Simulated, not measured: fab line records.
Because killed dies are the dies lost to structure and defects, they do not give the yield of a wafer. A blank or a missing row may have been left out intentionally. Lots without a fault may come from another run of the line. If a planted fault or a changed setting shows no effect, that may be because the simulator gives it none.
Which tool was responsible?    flow nandHarc    13 lots with 39 wafers sampled at 5 steps, on a route of 1302 steps

## WHAT THE GAUGES READ, wafer by wafer
NHARC_END_SORT_01. Usual: killedAtArray 62, standard deviation 18; killedAtOther 0.9, standard deviation 1.2; killedAtPeriphery 4.2, standard deviation 2.9; killedDies 67, standard deviation 17; killedOpen 3.6, standard deviation 1.9; killedShort 2.5, standard deviation 1.6.
lot   measured      on         killedAtArray  killedAtOther  killedAtPeriphery  killedDies  killedOpen  killedShort  flag
L290  day 26 01:48  prober-01  89 55 77       1 0 0          1 1 5              91 56 82    4 5 5       6 1 3        
L294  day 27 03:27  prober-01  61 57 52       2 2 4          2 1 2              65 60 58    2 2 3       3 3 4        
L295  day 27 13:37  prober-02  58 53 51       1 3 0          1 3 4              60 59 55    3 3 2       0 7 4        
L296  day 27 23:34  prober-02  72 75 73       0 0 0          1 1 1              73 76 74    4 1 3       1 5 2        
L297  day 27 23:32  prober-01  61 62 48       2 4 1          3 7 7              66 73 56    1 2 0       3 1 2        
L300  day 29 03:32  prober-01  29 30 29       1 2 2          6 12 6             36 44 37    3 6 4       2 1 1        
L305  day 32 10:44  prober-02  36 46 40       0 1 1          4 5 5              40 52 46    7 3 4       4 3 3        
L307  day 32 18:28  prober-01  51 48 50       0 1 0          1 3 3              52 52 53    3 8 5       1 2 3        

## WHICH TOOL RAN EACH LOT (tool, then ch and the chambers of the sampled wafers, then the start)
lot   NHARC_A_WL_FILL_ALD_19              NHARC_A_CONTACT_SOFTBAKE_37       NHARC_A_CONTACT_ETCH_49                       NHARC_A_CONTACT_ETCH_111
L286  aldMetal-04 ch 0,3, day 20 05:11    lithoTrack-04 ch 0, day 20 11:00  rieDiel-01 ch 0,3, day 20 13:47 or earlier    harCapEtch-03 ch 0,1, day 20 13:47
L290  aldMetal-04 ch 0,1,3, day 21 06:26  lithoTrack-01 ch 0, day 21 12:00  rieDiel-07 ch 0,2,3, day 21 15:04 or earlier  harCapEtch-03 ch 0,1, day 21 15:04
L294  aldMetal-01 ch 1,2,3, day 23 21:19  lithoTrack-01 ch 0, day 24 03:00  rieDiel-02 ch 1,2,3, day 24 06:05 or earlier  harCapEtch-02 ch 0,1, day 24 06:05
L295  aldMetal-04 ch 0,1,2, day 24 03:46  lithoTrack-01 ch 0, day 24 12:00  rieDiel-01 ch 0,3, day 24 14:45 or earlier    harCapEtch-03 ch 0,1, day 24 14:45
L296  aldMetal-02 ch 1,2,3, day 24 08:08  lithoTrack-01 ch 0, day 24 16:00  rieDiel-01 ch 1,2,3, day 24 19:07 or earlier  harCapEtch-01 ch 0,1, day 24 19:07
L297  aldMetal-04 ch 0,1,2, day 24 14:29  lithoTrack-06 ch 0, day 24 23:00  rieDiel-02 ch 0,1, day 25 02:01 or earlier    harCapEtch-02 ch 0,1, day 25 02:01
L300  aldMetal-01 ch 0,2, day 25 15:04    lithoTrack-04 ch 0, day 25 22:00  rieDiel-02 ch 1,3, day 26 01:01 or earlier    harCapEtch-02 ch 0,1, day 26 01:01
L302  aldMetal-04 ch 1,2,3, day 26 02:59  lithoTrack-06 ch 0, day 26 10:00  rieDiel-02 ch 0,1,2, day 26 13:10 or earlier  harCapEtch-03 ch 0,1, day 26 13:10
L303  aldMetal-02 ch 0,3, day 27 10:54    lithoTrack-01 ch 0, day 27 17:00  rieDiel-02 ch 1,2,3, day 27 20:06 or earlier  harCapEtch-01 ch 0,1, day 27 20:06
L304  aldMetal-01 ch 0,1,3, day 27 10:56  lithoTrack-06 ch 0, day 27 17:00  rieDiel-07 ch 0,1,3, day 27 19:57 or earlier  harCapEtch-03 ch 0,1, day 27 19:57
L305  aldMetal-01 ch 1,2,3, day 28 15:23  lithoTrack-01 ch 0, day 28 21:00  rieDiel-01 ch 0,1,3, day 29 00:08 or earlier  harCapEtch-01 ch 0,1, day 29 00:08
L307  aldMetal-04 ch 0,1,2, day 29 04:27  lithoTrack-04 ch 0, day 29 11:00  rieDiel-01 ch 0,1, day 29 14:17 or earlier    harCapEtch-02 ch 0,1, day 29 14:17
L309  aldMetal-02 ch 0,1,2, day 29 13:10  lithoTrack-04 ch 0, day 29 22:00  rieDiel-01 ch 0,2,3, day 30 00:46 or earlier  harCapEtch-03 ch 0,1, day 30 00:46
- NHARC_A_WL_FILL_ALD_19: deposits TiN, target thk 2 nm, pulse time 3 s, ald cycles 100.
- NHARC_A_CONTACT_SOFTBAKE_37: time 55 s.
- NHARC_A_CONTACT_ETCH_49: etches the open film in N2/H2, target depth 260 nm, time 475.3 s.
- NHARC_A_CONTACT_ETCH_111: etches the open film in C4F8/O2/Ar, time 140 s, target depth 700 nm.

## WHAT THE TOOLS THEMSELVES READ (means of the sampled wafers that have a number; where no wafer has one, the mark that the record gives instead)
NHARC_A_WL_FILL_ALD_19. Usual: heaterPowerW 1096 W, standard deviation 96; precursorPulseHeightRel 1.000, standard deviation 0.022; susceptorTempC 450.03 C, standard deviation 0.23.
lot   tool         heaterPowerW (W)  precursorPulseHeightRel  susceptorTempC (C)  flag
L286  aldMetal-04  1084              0.990                    449.98              
L290  aldMetal-04  1037              1.000                    449.68              
L294  aldMetal-01  1071              0.990                    450.23              
L295  aldMetal-04  1043              0.993                    450.24              
L296  aldMetal-02  1132              0.982                    449.81              
L297  aldMetal-04  1040              0.993                    450.10              
L300  aldMetal-01  1140              1.020                    450.07              
L302  aldMetal-04  1079              1.008                    449.91              
L303  aldMetal-02  1035              1.028                    450.04              
L304  aldMetal-01  1133              1.000                    449.97              
L305  aldMetal-01  1087              0.993                    449.87              
L307  aldMetal-04  1062              0.995                    449.95              
L309  aldMetal-02  1183              1.003                    449.91              

NHARC_A_CONTACT_SOFTBAKE_37. Usual: heaterPowerTotalW at 188.45 W, with a standard deviation of 0.14.
lot   tool           heaterPowerTotalW (W)  flag
L286  lithoTrack-04  188.51                 
L290  lithoTrack-01  188.52                 
L294  lithoTrack-01  176.77                 OFF
L295  lithoTrack-01  176.83                 OFF
L296  lithoTrack-01  176.90                 OFF
L297  lithoTrack-06  188.48                 
L300  lithoTrack-04  188.48                 
L302  lithoTrack-06  188.39                 
L303  lithoTrack-01  188.63                 
L304  lithoTrack-06  188.50                 
L305  lithoTrack-01  188.53                 
L307  lithoTrack-04  188.41                 
L309  lithoTrack-04  188.51                 

NHARC_A_CONTACT_ETCH_49. Usual: drypumpMotorCurrentA 5.6 A, standard deviation 0.44; oesProductAu 1.001 a.u., standard deviation 0.0088; rfVppV 430.1 V, standard deviation 2.8; showerheadPlenumPTorr 2.02 Torr, standard deviation 0.099; throttleValvePct 14.171 %, standard deviation 0.0091.
lot   tool        drypumpMotorCurrentA (A)  oesProductAu (a.u.)  rfVppV (V)  showerheadPlenumPTorr (Torr)  throttleValvePct (%)  flag
L286  rieDiel-01  5.1                       1.010                430.7       2.03                          14.176                
L290  rieDiel-07  5.2                       0.997                430.4       2.05                          14.169                
L294  rieDiel-02  5.8                       0.994                427.5       1.96                          14.171                
L295  rieDiel-01  5.1                       1.007                429.7       2.02                          14.164                
L296  rieDiel-01  5.8                       1.008                432.1       2.14                          14.169                
L297  rieDiel-02  5.9                       0.997                427.0       1.91                          14.171                
L300  rieDiel-02  6.1                       0.995                429.0       1.96                          14.173                
L302  rieDiel-02  5.8                       1.002                427.9       1.93                          14.170                
L303  rieDiel-02  5.8                       1.003                427.8       1.96                          14.169                
L304  rieDiel-07  5.1                       0.996                431.6       2.06                          14.173                
L305  rieDiel-01  5.4                       1.009                432.1       2.08                          14.181                
L307  rieDiel-01  5.5                       1.012                432.1       2.12                          14.171                
L309  rieDiel-01  5.4                       1.000                432.1       2.06                          14.165                

## THE ANSWER, worked out from the rows above alone
Rule: take the mean of a lot's wafers that have a number; if it is more than 3 standard deviations from the usual mean, the lot is off. A lot without any number at a reading at which 4 lots or more have one is off too. All remaining lots with rows at the step are treated as sound. Order of review: gauges by route order, followed by the tools' own readings, for which a lot's mean as printed above is used. The first step at which some lot is off is used, and at that step the reading that is off furthest; a lot without a number counts as furthest.
Off: L294, L295, L296, at NHARC_A_CONTACT_SOFTBAKE_37 (heaterPowerTotalW).
A tool fits if, at that step or a process step before it, it ran every lot that is off, and no sound lot after the first of them. Of those tried, none fits.

## WHAT THE SIMULATOR PUT IN
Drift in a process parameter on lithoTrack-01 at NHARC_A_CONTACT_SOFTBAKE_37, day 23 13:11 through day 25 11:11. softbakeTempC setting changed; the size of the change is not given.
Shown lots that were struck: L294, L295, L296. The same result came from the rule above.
